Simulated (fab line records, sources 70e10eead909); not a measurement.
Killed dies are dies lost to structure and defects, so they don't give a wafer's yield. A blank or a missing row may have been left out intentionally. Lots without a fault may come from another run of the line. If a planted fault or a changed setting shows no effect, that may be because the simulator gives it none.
fab line records	flow nand_harc
[record] lots = 7	wafers = 20	last_day = 24
route steps=1159 shown A_BLC@968 END@1159
lots untouched by any fault: they come from a run of this same line in which no faults occurred
start_h: start of the lot's first displayed wafer, in hours after the record's first day	wait_h: hours elapsed since this lot's preceding step	" repeats the value in the row above	L1.1+2: one row covering several wafers at once	- no value present, or no start provided	* or withheld: withheld	< > ~ a bound
route shown NAME@n: a module of which the file shows steps, and the number in the route of the first	usual: the fault-free wafers' mean and standard deviation	same: alike in all rows	chamber/n: place in a boat	sites: the reading at each site	_std_site: their standard deviation	_edge_site: mean of outer sites minus mean of inner sites	radius_mm: for every site, how far away it sits from the centre of the wafer	mask NAME#n: copy n	behind: tool/chamber where the wafer was last shaped	hold: cause of the lot's hold/its duration in hours/its outcome	device: the transistor (n, p or np) that didn't switch	end of line: tests run on the same wafers once the route is complete	step lacking rows: just its recipe	killed: count of dies lost to structure and defects at first sort (not the wafer's yield)	map: a wafer's dies, x killed, . not, _ none there
set.NAME: the run value of the setting; set.NAME@STEP: its run value at that earlier step	model.NAME: the simulator's own value behind a step, which no gauge read
lots at selected steps of the route; one table per step, one row per wafer
services: the hour from which a tool's chamber was out of use, counted from the record's first day as start_h (under 0 if before that day), plus the number of hours and why
[[steps]]
[step NHARC_A_BLC_COAT_04]
[recipe] spin_rpm = 1500	resist_thk_nm = 90
[step NHARC_A_BLC_SOFTBAKE_05]
[recipe] temp_c = 105	time_s = 55
[step NHARC_A_BLC_EBR_06]
[step NHARC_A_BLC_EXPOSE_07]
[recipe] na = 1.35	target_cd_nm = 100	dose_mj = 67.97	mask_id = A_BLC
[step NHARC_A_BLC_PEB_08]
[recipe] peb_temp_c = 100	peb_time_s = 65
[step NHARC_A_BLC_DEVELOP_09]
[recipe] develop_time_s = 35	dev_temp_c = 23
[step NHARC_A_BLC_CD_MEAS_10]
[recipe] target_cd_nm = 100	landing_energy_ev = 500
[usual] cd_nm = 100.2/0.51
[same] landing_energy_ev = 500
lot.wafer	tool	chamber	start_h	wait_h	cd_nm
L425.4	cd_sem-01	0	381.17	-	99.8
L425.5	"	0	"	"	99.9
L425.6	"	0	"	"	100.5
L433.1	cd_sem-02	0	449.47	-	100.2
L433.5	"	0	"	"	100.6
L433.6	"	0	"	"	100.2
L438.3	cd_sem-03	0	457.07	-	100.3
L438.5	"	0	"	"	100.4
L438.6	"	0	"	"	100.4
L435.1	cd_sem-01	0	461.13	-	100.7
L435.3	"	0	"	"	100.6
L435.6	"	0	"	"	99.9
L441.1	cd_sem-02	0	487.40	-	100.6
L441.3	"	0	"	"	100.9
L444.1	cd_sem-03	0	502.96	-	99.2
L444.2	"	0	"	"	98.9
L444.6	"	0	"	"	99.0
L445.1	cd_sem-01	0	511.73	-	100.0
L445.2	"	0	"	"	100.0
L445.5	"	0	"	"	100.4
[step NHARC_A_BLC_OVL_MEAS_11]
[usual] overlay_x_nm = 0.1/0.72	overlay_y_nm = 0.2/0.98
lot.wafer	tool	chamber	start_h	wait_h	overlay_x_nm	overlay_y_nm
L425.4	overlay-01	-	381.26	-	0.2	1.7
L425.5	"	-	"	"	-0.3	1.2
L425.6	"	-	"	"	-0.2	1.2
L433.1	overlay-01	-	449.55	-	0.0	-0.2
L433.5	"	-	"	"	0.4	-0.8
L433.6	"	-	"	"	0.5	-0.6
L438.3	overlay-01	-	457.15	-	1.1	0.7
L438.5	"	-	"	"	0.7	1.1
L438.6	"	-	"	"	0.5	0.8
L435.1	overlay-02	-	461.23	-	-0.5	1.3
L435.3	"	-	"	"	-0.7	0.8
L435.6	"	-	"	"	-0.8	1.7
L441.1	overlay-02	-	487.49	-	-0.1	-0.4
L441.3	"	-	"	"	-0.6	-0.5
L444.1	overlay-01	-	503.05	-	0.6	0.8
L444.2	"	-	"	"	0.6	1.5
L444.6	"	-	"	"	0.6	1.0
L445.1	overlay-01	-	511.81	-	0.8	-1.4
L445.2	"	-	"	"	0.6	-1.0
L445.5	"	-	"	"	0.9	-1.0
[step NHARC_A_BLC_INSPECT_12]
[usual] raw_defect_count = 30/15
lot.wafer	tool	chamber	start_h	wait_h	raw_defect_count
L425.4	defect_inspect-02	-	381.29	0.0	42
L425.5	"	-	"	"	35
L425.6	"	-	"	"	35
L433.1	defect_inspect-02	-	449.59	0.0	16
L433.5	"	-	"	"	18
L433.6	"	-	"	"	8
L438.3	defect_inspect-01	-	457.19	0.0	19
L438.5	"	-	"	"	19
L438.6	"	-	"	"	24
L435.1	defect_inspect-01	-	461.27	0.0	10
L435.3	"	-	"	"	7
L435.6	"	-	"	"	14
L441.1	defect_inspect-01	-	487.53	0.0	18
L441.3	"	-	"	"	36
L444.1	defect_inspect-02	-	503.08	0.0	19
L444.2	"	-	"	"	16
L444.6	"	-	"	"	20
L445.1	defect_inspect-02	-	511.85	0.0	39
L445.2	"	-	"	"	37
L445.5	"	-	"	"	33
[step NHARC_A_BLC_DESCUM_15]
[recipe] time_s = 3	o2_flow_sccm = 200	ar_flow_sccm = 0	bias_power_w = 0	chemistry = O2
[usual] chamber_pressure_mTorr = 60.00/0.054	drypump_motor_current_A = 5.6/0.4	oes_product_au = 0.998/0.0086	rf_vpp_V = 57.9/0.85	showerhead_plenum_p_Torr = 1.90/0.075	throttle_valve_pct = 11.310/0.0091
lot.wafer	tool	chamber	start_h	wait_h	chamber_pressure_mTorr	drypump_motor_current_A	oes_product_au	rf_hours_counter_h	rf_vpp_V	showerhead_plenum_p_Torr	throttle_valve_pct
L425.4	rie_diel-13	2	381.35	0.1	59.98	5.3	0.989	11	58.6	1.82	11.306
L425.6	"	2	"	"	59.97	5.3	1.008	-	58.1	1.82	11.300
L425.5	"	3	"	"	59.96	6.0	0.991	-	58.1	1.96	11.312
L433.1	rie_diel-04	0	449.66	0.1	60.02	5.3	1.006	14	59.7	1.91	11.312
L433.5	"	3	"	"	60.01	6.0	0.994	-	56.6	1.77	11.305
L433.6	"	0	"	"	59.92	5.3	1.005	-	58.1	1.91	11.313
L438.3	rie_diel-04	0	457.49	0.3	59.92	5.4	1.005	16	58.5	1.91	11.308
L438.6	"	3	"	"	60.00	6.0	1.000	-	57.7	1.77	11.322
L438.5	"	0	"	"	60.00	5.4	0.988	-	57.3	1.91	11.331
L435.1	rie_diel-04	2	461.33	0.1	60.05	6.0	0.991	16	57.6	1.98	11.292
L435.3	"	0	"	"	59.97	5.3	1.008	16	57.7	1.91	11.307
L435.6	"	3	"	"	60.15	6.0	1.003	-	56.8	1.77	11.314
L441.3	rie_diel-04	0	487.60	0.1	60.02	5.3	0.989	1	57.6	1.91	11.301
L441.1	"	1	"	"	59.91	5.0	0.989	1	57.9	1.92	11.304
L444.2	rie_diel-13	1	503.15	0.1	60.03	5.8	1.000	4	58.5	1.94	11.305
L444.1	"	2	"	"	59.92	5.2	1.001	4	57.8	1.82	11.309
L444.6	"	1	"	"	59.96	5.8	1.004	-	58.3	1.94	11.328
L445.2	rie_diel-13	2	511.91	0.1	59.99	5.3	0.994	5	58.4	1.82	11.303
L445.1	"	1	"	"	60.01	5.8	0.999	5	58.2	1.94	11.315
L445.5	"	2	"	"	60.05	5.3	0.992	-	57.7	1.82	11.309
[step NHARC_A_BLC_ETCH_16]
[recipe] target_depth_a = 390	over_etch_frac = 0.3	time_s = 65	ion_energy_ev = 80	cf4_flow_sccm = 150	ar_flow_sccm = 0	rf_w = 300	bias_w = 100	chemistry = CF4
[usual] cf4_flow_sccm = 150.0/0.41	chamber_pressure_mTorr = 50.00/0.046	drypump_motor_current_A = 5.6/0.41	oes_product_au = 0.999/0.0068	rf_vpp_V = 151.3/1.2	showerhead_plenum_p_Torr = 1.76/0.063	throttle_valve_pct = 13.283/0.0086
lot.wafer	tool	chamber	start_h	wait_h	cf4_flow_sccm	chamber_pressure_mTorr	drypump_motor_current_A	oes_product_au	rf_hours_counter_h	rf_vpp_V	showerhead_plenum_p_Torr	throttle_valve_pct
L425.4	rie_diel-13	2	381.45	0.1	149.6	50.11	5.3	0.999	11	151.3	1.69	13.282
L425.6	"	0	"	"	150.3	50.04	5.5	0.995	-	151.7	1.80	13.285
L425.5	"	1	"	"	149.9	50.10	5.8	0.989	-	150.9	1.80	13.286
L433.1	rie_diel-04	2	449.76	0.1	150.0	50.06	6.1	0.998	16	153.0	1.82	13.280
L433.5	"	3	"	"	150.3	49.99	6.0	0.997	-	150.0	1.65	13.281
L433.6	"	0	"	"	150.1	49.99	5.3	1.004	-	151.8	1.77	13.302
L438.3	rie_diel-04	1	457.59	0.1	149.7	49.96	5.0	0.995	17	151.9	1.78	13.280
L438.6	"	3	"	"	150.6	50.10	6.0	0.995	-	150.8	1.65	13.293
L438.5	"	0	"	"	149.6	49.96	5.3	1.000	-	151.8	1.77	13.277
L435.1	rie_diel-04	1	461.42	0.1	149.9	49.99	5.0	0.995	18	150.0	1.78	13.285
L435.3	"	2	"	"	149.8	50.04	6.0	0.992	16	153.0	1.82	13.266
L435.6	"	0	"	"	150.0	50.04	5.3	1.008	-	151.8	1.77	13.281
L441.1	rie_diel-04	1	487.69	0.1	150.0	49.93	5.0	0.993	1	151.8	1.78	13.281
L441.3	"	2	"	"	150.1	50.00	6.0	0.995	1	153.1	1.82	13.297
L444.2	rie_diel-13	1	503.23	0.1	149.7	49.96	5.8	1.007	4	151.2	1.79	13.287
L444.1	"	3	"	"	149.7	49.93	6.0	0.996	4	152.9	1.80	13.296
L444.6	"	1	"	"	149.9	49.95	5.8	0.993	-	152.2	1.79	13.277
L445.1	rie_diel-13	0	512.00	0.1	150.7	49.96	5.5	0.986	4	152.2	1.80	13.277
L445.2	"	2	"	"	149.8	49.97	5.3	0.990	5	152.0	1.68	13.293
L445.5	"	1	"	"	150.4	49.96	5.8	0.996	-	152.6	1.79	13.286
[step NHARC_A_BLC_ETCH_17]
[recipe] target_depth_a = 3900	over_etch_frac = 0.25	time_s = 609.38	ion_energy_ev = 200	n2_flow_sccm = 150	h2_flow_sccm = 150	ar_flow_sccm = 0	rf_w = 400	bias_w = 150	chemistry = N2/H2
[usual] chamber_pressure_mTorr = 29.999/0.029	drypump_motor_current_A = 5.6/0.42	oes_product_au = 0.999/0.0067	rf_vpp_V = 430.4/2.3	showerhead_plenum_p_Torr = 2.03/0.078	throttle_valve_pct = 14.171/0.0099
lot.wafer	tool	chamber	start_h	wait_h	chamber_pressure_mTorr	drypump_motor_current_A	oes_product_au	rf_hours_counter_h	rf_vpp_V	showerhead_plenum_p_Torr	throttle_valve_pct
L425.4	rie_diel-13	2	-	-	29.974	5.3	0.993	11	427.9	1.94	14.176
L425.5	"	0	"	"	29.989	5.5	0.997	-	432.2	2.08	14.160
L425.6	"	1	"	"	30.044	5.8	0.991	-	430.9	2.07	14.157
L433.1	rie_diel-04	0	-	-	30.009	5.3	1.001	14	430.9	2.04	14.188
L433.6	"	0	"	"	30.053	5.3	0.984	-	431.1	2.04	14.156
L433.5	"	1	"	"	30.063	5.0	0.987	-	431.0	2.05	14.163
L438.3	rie_diel-04	3	-	-	30.009	6.0	0.993	17	426.0	1.88	14.168
L438.5	"	1	"	"	30.024	5.0	1.011	-	430.9	2.05	14.161
L438.6	"	3	"	"	30.011	6.0	0.998	-	425.0	1.88	14.175
L435.3	rie_diel-04	2	-	-	29.962	6.0	0.998	16	432.6	2.11	14.160
L435.1	"	0	"	"	30.028	5.3	1.002	17	428.8	2.04	14.176
L435.6	"	1	"	"	30.025	5.0	0.994	-	431.7	2.05	14.147
L441.1	rie_diel-04	2	-	-	30.002	6.0	1.004	1	432.7	2.11	14.170
L441.3	"	1	"	"	29.991	5.0	1.002	1	431.5	2.05	14.190
L444.1	rie_diel-13	2	-	-	30.011	5.2	1.002	4	428.9	1.93	14.161
L444.2	"	3	"	"	30.023	6.0	1.002	4	432.7	2.08	14.181
L444.6	"	2	"	"	30.037	5.3	1.005	-	428.5	1.93	14.184
L445.2	rie_diel-13	2	-	-	29.970	5.3	0.996	5	427.0	1.93	14.175
L445.1	"	3	"	"	29.957	6.0	0.999	4	431.5	2.08	14.147
L445.5	"	1	"	"	30.008	5.8	1.001	-	432.7	2.07	14.172
[step NHARC_A_BLC_ETCH_18]
[recipe] target_depth_a = 9100	c4f8_flow_sccm = 20	o2_flow_sccm = 10	ar_flow_sccm = withheld	rf_w = 600	bias_w = 1500	chemistry = C4F8/O2/Ar
[usual] chamber_pressure_mTorr = 25.001/0.024	oes_product_au = 0.949/0.021	rf_vpp_V = 978/4.9
lot.wafer	tool	chamber	start_h	wait_h	chamber_pressure_mTorr	oes_product_au	rf_hours_counter_h	rf_vpp_V
L425.4	rie_diel-13	1	382.05	-	24.968	0.986	11	980
L425.6	"	2	"	"	24.983	0.963	-	972
L425.5	"	3	"	"	25.023	0.960	-	982
L433.1	rie_diel-04	0	450.26	-	25.028	0.952	15	978
L433.6	"	0	"	"	25.018	0.941	-	979
L433.5	"	1	"	"	25.011	0.936	-	977
L438.3	rie_diel-04	0	458.19	-	25.002	0.964	16	979
L438.6	"	0	"	"	25.026	0.969	-	978
L438.5	"	3	"	"	25.019	0.870	-	968
L435.1	rie_diel-04	1	461.97	-	25.020	0.885	18	980
L435.3	"	3	"	"	24.995	0.954	18	968
L435.6	"	1	"	"	24.998	0.977	-	980
L441.1	rie_diel-04	3	488.20	-	24.960	0.868	1	970
L441.3	"	2	"	"	25.001	0.971	1	982
L444.1	rie_diel-13	1	503.75	-	25.006	0.956	4	980
L444.2	"	0	"	"	24.958	0.952	4	981
L444.6	"	1	"	"	24.984	0.963	-	982
L445.2	rie_diel-13	3	512.55	-	24.975	0.920	5	982
L445.1	"	0	"	"	24.952	0.916	5	979
L445.5	"	3	"	"	24.979	0.922	-	981
[step NHARC_A_BLC_CD_MEAS_19]
[usual] cd_nm = 100.0/1.4
lot.wafer	tool	chamber	start_h	wait_h	cd_nm
L425.4	cd_sem-01	-	382.32	-	97.1
L425.5	"	-	"	"	102.1
L425.6	"	-	"	"	98.9
L433.1	cd_sem-01	-	450.62	-	101.6
L433.5	"	-	"	"	100.4
L433.6	"	-	"	"	99.5
L438.3	cd_sem-03	-	458.63	-	100.0
L438.5	"	-	"	"	102.3
L438.6	"	-	"	"	99.9
L435.1	cd_sem-02	-	462.30	-	100.5
L435.3	"	-	"	"	98.4
L435.6	"	-	"	"	99.5
L441.1	cd_sem-03	-	488.56	-	100.2
L441.3	"	-	"	"	101.0
L444.1	cd_sem-01	-	504.11	-	99.9
L444.2	"	-	"	"	98.3
L444.6	"	-	"	"	99.2
L445.1	cd_sem-02	-	512.88	-	98.3
L445.2	"	-	"	"	99.4
L445.5	"	-	"	"	99.8
[step NHARC_END_SORT_01]
[recipe] temp_c = 25
[usual] killed_at_array = 27/10	killed_at_other = 0.6/1	killed_at_periphery = 3.4/2.7	killed_dies = 31/9.7	killed_open = 3.4/1.7	killed_short = 2.2/1.5
[same] gross_dies = 677
lot.wafer	tool	chamber	start_h	wait_h	killed_at_array	killed_at_other	killed_at_periphery	killed_dies	killed_open	killed_short
L438.3	prober-02	0	504.43	3.1	23	1	1	25	4	3
L438.5	prober-02	0	506.04	3.7	675	0	2	677	2	2
L438.6	prober-02	0	506.85	4.0	22	0	2	24	3	1
L435.1	prober-01	0	510.38	2.5	672	0	5	677	4	2
L441.1	prober-02	0	540.66	2.5	676	0	1	677	1	1
L444.1	prober-02	0	554.90	2.5	19	1	7	27	3	2
L444.2	prober-02	0	555.72	2.8	16	1	10	27	3	3
L444.6	prober-02	0	558.99	4.1	16	0	8	24	3	0
// killed by level:class
L438.3 A_CHANNEL_HOLE_D1:chamber_film_flake=4 A_STAIRCASE:chamber_film_flake=4 A_SLIT:chamber_film_flake=4 A_CONTACT:chamber_film_flake=4 A_BLC:geometric_particle:open=2 P_M0:geometric_particle:open=1 A_SOURCE_PLATE:geometric_particle:short=1 A_ONON_D1:geometric_particle:short=1
L438.5 A_BLC:area_etch=656 A_STAIRCASE:chamber_film_flake=6 A_CONTACT:chamber_film_flake=4 A_CHANNEL_HOLE_D1:chamber_film_flake=3 A_SLIT:chamber_film_flake=3 P_M0:geometric_particle:short=2 A_CONTACT:geometric_particle:open=1 A_BLC:geometric_particle:open=1
L438.6 A_CONTACT:chamber_film_flake=7 A_SLIT:chamber_film_flake=5 A_STAIRCASE:chamber_film_flake=4 A_CHANNEL_HOLE_D1:chamber_film_flake=3 P_CONTACT:geometric_particle:open=1 A_ONON_D1:geometric_particle:open=1 A_SLIT:geometric_particle:open=1 A_WL_FILL:geometric_particle:short=1
L435.1 A_BLC:area_etch=663 A_CHANNEL_HOLE_D1:chamber_film_flake=4 P_CONTACT:geometric_particle:open=1 P_M0:geometric_particle:open=1 P_M1:geometric_particle:open=1 A_SGD_CUT:geometric_particle:open=1 A_SGD_CUT:geometric_particle:short=1 A_WL_FILL:geometric_particle:short=1
L441.1 A_BLC:area_etch=654 A_CHANNEL_HOLE_D1:chamber_film_flake=11 A_M1:chamber_film_flake=3 A_WL_FILL:chamber_film_flake=2 A_CONTACT:chamber_film_flake=2 A_BLC:chamber_film_flake=2 A_ONON_D1:geometric_particle:open=1 A_M0:geometric_particle:short=1
L444.1 P_STI:chamber_film_flake=5 A_CHANNEL_HOLE_D1:chamber_film_flake=5 A_CONTACT:chamber_film_flake=4 A_CHANNEL_FILL_D1:chamber_film_flake=2 A_STAIRCASE:chamber_film_flake=2 A_SGD_CUT:chamber_film_flake=2 P_GATE:geometric_particle:open=1 A_CHANNEL_FILL_D1:geometric_particle:open=1
L444.2 A_CHANNEL_HOLE_D1:chamber_film_flake=6 P_STI:chamber_film_flake=4 P_M1:chamber_film_flake=2 A_STAIRCASE:chamber_film_flake=2 A_CONTACT:chamber_film_flake=2 P_CONTACT:geometric_particle:short=1 P_M0:geometric_particle:open=1 P_M1:geometric_particle:open=1
L444.6 A_STAIRCASE:chamber_film_flake=5 A_CONTACT:chamber_film_flake=5 P_STI:chamber_film_flake=3 P_M1:chamber_film_flake=3 A_CHANNEL_HOLE_D1:chamber_film_flake=3 P_M2:geometric_particle:open=1 A_CHANNEL_HOLE_D1:geometric_particle:open=1 A_CHANNEL_FILL_D1:geometric_particle:open=1
// map L435.1 (x killed, . not)
____________x____________
_________xxxxxxx_________
_______xxxxxxxxxxx_______
______xxxxxxxxxxxxx______
_____xxxxxxxxxxxxxxx_____
____xxxxxxxxxxxxxxxxx____
____xxxxxxxxxxxxxxxxx____
___xxxxxxxxxxxxxxxxxxx___
___xxxxxxxxxxxxxxxxxxx___
__xxxxxxxxxxxxxxxxxxxxx__
__xxxxxxxxxxxxxxxxxxxxx__
_xxxxxxxxxxxxxxxxxxxxxxx_
_xxxxxxxxxxxxxxxxxxxxxxx_
_xxxxxxxxxxxxxxxxxxxxxxx_
_xxxxxxxxxxxxxxxxxxxxxxx_
_xxxxxxxxxxxxxxxxxxxxxxx_
xxxxxxxxxxxxxxxxxxxxxxxxx
xxxxxxxxxxxxxxxxxxxxxxxxx
xxxxxxxxxxxxxxxxxxxxxxxxx
xxxxxxxxxxxxxxxxxxxxxxxxx
xxxxxxxxxxxxxxxxxxxxxxxxx
_xxxxxxxxxxxxxxxxxxxxxxx_
_xxxxxxxxxxxxxxxxxxxxxxx_
_xxxxxxxxxxxxxxxxxxxxxxx_
_xxxxxxxxxxxxxxxxxxxxxxx_
_xxxxxxxxxxxxxxxxxxxxxxx_
__xxxxxxxxxxxxxxxxxxxxx__
__xxxxxxxxxxxxxxxxxxxxx__
___xxxxxxxxxxxxxxxxxxx___
___xxxxxxxxxxxxxxxxxxx___
____xxxxxxxxxxxxxxxxx____
____xxxxxxxxxxxxxxxxx____
_____xxxxxxxxxxxxxxx_____
______xxxxxxxxxxxxx______
_______xxxxxxxxxxx_______
_________xxxxxxx_________
____________x____________
// map L438.5 (x killed, . not)
____________x____________
_________xxxxxxx_________
_______xxxxxxxxxxx_______
______xxxxxxxxxxxxx______
_____xxxxxxxxxxxxxxx_____
____xxxxxxxxxxxxxxxxx____
____xxxxxxxxxxxxxxxxx____
___xxxxxxxxxxxxxxxxxxx___
___xxxxxxxxxxxxxxxxxxx___
__xxxxxxxxxxxxxxxxxxxxx__
__xxxxxxxxxxxxxxxxxxxxx__
_xxxxxxxxxxxxxxxxxxxxxxx_
_xxxxxxxxxxxxxxxxxxxxxxx_
_xxxxxxxxxxxxxxxxxxxxxxx_
_xxxxxxxxxxxxxxxxxxxxxxx_
_xxxxxxxxxxxxxxxxxxxxxxx_
xxxxxxxxxxxxxxxxxxxxxxxxx
xxxxxxxxxxxxxxxxxxxxxxxxx
xxxxxxxxxxxxxxxxxxxxxxxxx
xxxxxxxxxxxxxxxxxxxxxxxxx
xxxxxxxxxxxxxxxxxxxxxxxxx
_xxxxxxxxxxxxxxxxxxxxxxx_
_xxxxxxxxxxxxxxxxxxxxxxx_
_xxxxxxxxxxxxxxxxxxxxxxx_
_xxxxxxxxxxxxxxxxxxxxxxx_
_xxxxxxxxxxxxxxxxxxxxxxx_
__xxxxxxxxxxxxxxxxxxxxx__
__xxxxxxxxxxxxxxxxxxxxx__
___xxxxxxxxxxxxxxxxxxx___
___xxxxxxxxxxxxxxxxxxx___
____xxxxxxxxxxxxxxxxx____
____xxxxxxxxxxxxxxxxx____
_____xxxxxxxxxxxxxxx_____
______xxxxxxxxxxxxx______
_______xxxxxxxxxxx_______
_________xxxxxxx_________
____________x____________
[[services]]
tool	chamber	start_h	hours	kind
rie_diel-04	0	371.67	-	clean
rie_diel-04	1	371.67	-	clean
rie_diel-04	2	371.67	-	clean
rie_diel-04	3	371.67	-	clean
rie_diel-13	3	384.56	8.6	repair
rie_diel-04	0	396.17	-	clean
rie_diel-04	1	396.17	-	clean
rie_diel-04	2	396.17	-	clean
rie_diel-04	3	396.17	-	clean
rie_diel-04	0	420.67	-	clean
rie_diel-04	1	420.67	-	clean
rie_diel-04	2	420.67	-	clean
rie_diel-04	3	420.67	-	clean
rie_diel-04	0	445.17	-	clean
rie_diel-04	1	445.17	-	clean
rie_diel-04	2	445.17	-	clean
rie_diel-04	3	445.17	-	clean
rie_diel-13	-	453.00	9.0	pm
rie_diel-04	2	456.85	3.1	repair
rie_diel-04	-	466.09	9.0	pm
rie_diel-04	0	466.09	9.0	vent_cycle
rie_diel-04	1	466.09	9.0	vent_cycle
rie_diel-04	2	490.01	6.0	repair
rie_diel-04	0	495.67	81.4	repair
[[key]]
[first_sign] step = NHARC_A_BLC_ETCH_18	reading = oes_product_au	direction = down	sigmas = 3.5	usual = 0.949	struck = 0.874
[effect] step = NHARC_END_SORT_01	reading = killed_dies	direction = up	sigmas = 67	usual = 31	struck = 677
[more_kills_born_at] NHARC_A_BLC_ETCH_18@rie_diel-04 = 1973
met_at NHARC_A_BLC_ETCH_18
struck_wafers L435.1,L438.5,L441.1
later_rows_left_out L435.1,L438.5,L441.1
tester_left_out L435,L438,L441
onset_between 450.26 458.19
[fault] kind = process_parameter_drift	tool = rie_diel-04	chamber = -	onset_h = 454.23	steps = NHARC_A_BLC_ETCH_18	channel = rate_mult	offset = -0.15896	shape = step	end_h = 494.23	scope = struck_wafers_only
// tester_left_out: of these lots the tester's yield and bins aren't shown, on N5 and GAA mostly nor the transistor test; their killed dies are dies lost to structure and defects alone, not to doping, threshold or leakage, so they don't give the yield
// later_rows_left_out: the simulator's readings of these wafers behind a module that went badly wrong aren't trusted and aren't shown, but for the sort
